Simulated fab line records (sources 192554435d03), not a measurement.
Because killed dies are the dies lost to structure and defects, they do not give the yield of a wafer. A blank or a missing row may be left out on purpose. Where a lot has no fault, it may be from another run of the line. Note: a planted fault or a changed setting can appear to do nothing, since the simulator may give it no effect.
A lot that was struck, set against a sound lot / flow n5-finfet / 15 out of 1938 route steps
Sound: these wafers, L204.1, L204.5, L204.6. Struck: wafer L206.4 (left out: L206.1, L206.5 of the same lot, which were not struck); the cause appears at the end.
Per side, at each step with rows, come the tool, then ch with its chambers, and then its first start. Under that, the readings that differ: sound wafers / struck wafers / difference of the means / sigmas: that difference in standard deviations of wafers without a fault.
alike: words and numbers the same on both sides, and readings whose means are apart by under 2 such deviations; not compared: readings that were withheld, readings missing a value for some wafer, numbers with overlapping values and no deviation given by the record, and bounds like >300 which may hide the same value.
A row with sigmas, a row that says differs or no value, or rows on one side alone: a step with any of these is where the two part. Non-overlapping numbers with no deviation appear without sigmas and do not part them. Lack of a reading on every wafer of one side parts them only where that side has two or more wafers.

first, 1 step without rows for these wafers: N5_HKMG_FIN_WET_ETCH_18 (etches TiN in SC1, time 55 s, target depth 5.2 nm, rinse time 30 s).
N5_HKMG_FIN_STRIP_19: strips in N2/H2, time 360 s.
  sound on plasma-asher-01 ch 0,1, day 5 19:33; struck on plasma-asher-01 ch 1, day 6 07:22
  alike: drypump-motor-current-A, heater-power-w
  not compared: rf-hours-counter-h
N5_HKMG_FIN_ALD_91: deposits TiN, target thk 1 nm, pulse time 1 s, purge time 3 s.
  sound on ald-metal-03 ch 1,2, day 5 19:56; struck on ald-metal-02 ch 0, day 6 07:45
reading=heater-power-w (W); sound=933 965 930; struck=744; difference=-199; sigmas=-2
  alike: precursor-pulse-height-rel
then, 1 step without rows for these wafers: N5_HKMG_FIN_COAT_85 (time 60 s, resist thk 300 nm).
N5_HKMG_FIN_ETCH_86: etches SOC in N2/H2, stops on TiN, target depth 393.2 nm.
  sound on rie-diel-05 ch 0,3, day 5 20:16; struck on rie-diel-01 ch 2, day 6 08:05
reading=drypump-motor-current-A (A); sound=5.3 5.1 5.3; struck=6.4; difference=+1.2; sigmas=+3
reading=showerhead-plenum-p-Torr (Torr); sound=2.36 2.51 2.36; struck=2.62; difference=+0.21; sigmas=+2
  alike: bias-w, oes-product-au, rf-vpp-V, throttle-valve-pct
  not compared: rf-hours-counter-h
N5_HKMG_FIN_STRIP_89: strips SOC in N2/H2, time 20 s.
  sound on rie-diel-05 ch 0,3, day 5 20:20; struck on rie-diel-01 ch 2, day 6 08:09
reading=drypump-motor-current-A (A); sound=5.3 5.1 5.3; struck=6.4; difference=+1.2; sigmas=+3
reading=showerhead-plenum-p-Torr (Torr); sound=3.13 3.31 3.13; struck=3.45; difference=+0.26; sigmas=+2
  alike: oes-product-au, power-w, rf-vpp-V, throttle-valve-pct
  not compared: rf-hours-counter-h
then, 5 steps without rows for these wafers: N5_HKMG_FIN_WET_ETCH_87 (etches TiN in SC1, time 154.2 s, target depth 4.7 nm, rinse time 30 s); N5_HKMG_FIN_STRIP_88 (strips in N2/H2, time 360 s); N5_HKMG_FIN_NWFM_ALD_20 (deposits TiAlC, target thk 2 nm, pulse time 3 s, purge time 2 s); N5_HKMG_FIN_ALD_71 (deposits TiN, target thk 1 nm, pulse time 1 s, purge time 3 s); N5_HKMG_FIN_COAT_66 (time 60 s, resist thk 300 nm).
N5_HKMG_FIN_ETCH_67: etches SOC in N2/H2, stops on TiN, target depth 388.9 nm.
  sound on rie-diel-06 ch 0,1,3, day 5 21:32; struck on rie-diel-05 ch 0, day 6 09:10
reading=showerhead-plenum-p-Torr (Torr); sound=2.65 2.53 2.66; struck=2.36; difference=-0.25; sigmas=-3
  alike: bias-w, drypump-motor-current-A, oes-product-au, rf-vpp-V, throttle-valve-pct
  not compared: rf-hours-counter-h
N5_HKMG_FIN_STRIP_90: strips SOC in N2/H2, time 20 s.
  sound on rie-diel-06 ch 0,1,3, day 5 21:35; struck on rie-diel-05 ch 0, day 6 09:13
reading=power-w (W); sound=500.2 500.2 501.3; struck=453.8; difference=-46.8; sigmas=-33
reading=showerhead-plenum-p-Torr (Torr); sound=3.49 3.34 3.51; struck=3.13; difference=-0.32; sigmas=-2
  alike: drypump-motor-current-A, oes-product-au, rf-vpp-V, throttle-valve-pct
  not compared: rf-hours-counter-h
then, 1 step without rows for these wafers: N5_HKMG_FIN_WET_ETCH_73 (etches the open film in SC1, time 42.3 s, target depth 1.3 nm, rinse time 30 s).
-- record jumps: 4 days separate the struck wafers' starts on either side; left off in module HKMG_FIN, taken up again in module BEOL_M4, whose first shown step is the route's number 1111 --
N5_BEOL_M4_RC_MEAS_101:
  sound on prober-01 ch 0, day 9 05:26; struck on prober-02 ch 0, day 10 06:32
  alike: DIBL_N, DIBL_P, IOFF_N, IOFF_P, ION_N, ION_P, SS_N, SS_P, VT_N, VT_P

WHERE THEY PART
Last at N5_HKMG_FIN_STRIP_90 as far as this record goes, first at N5_HKMG_FIN_ALD_91. Later steps at which nothing parts them and some readings are alike: N5_BEOL_M4_RC_MEAS_101.

WHY: whatever the simulator had introduced
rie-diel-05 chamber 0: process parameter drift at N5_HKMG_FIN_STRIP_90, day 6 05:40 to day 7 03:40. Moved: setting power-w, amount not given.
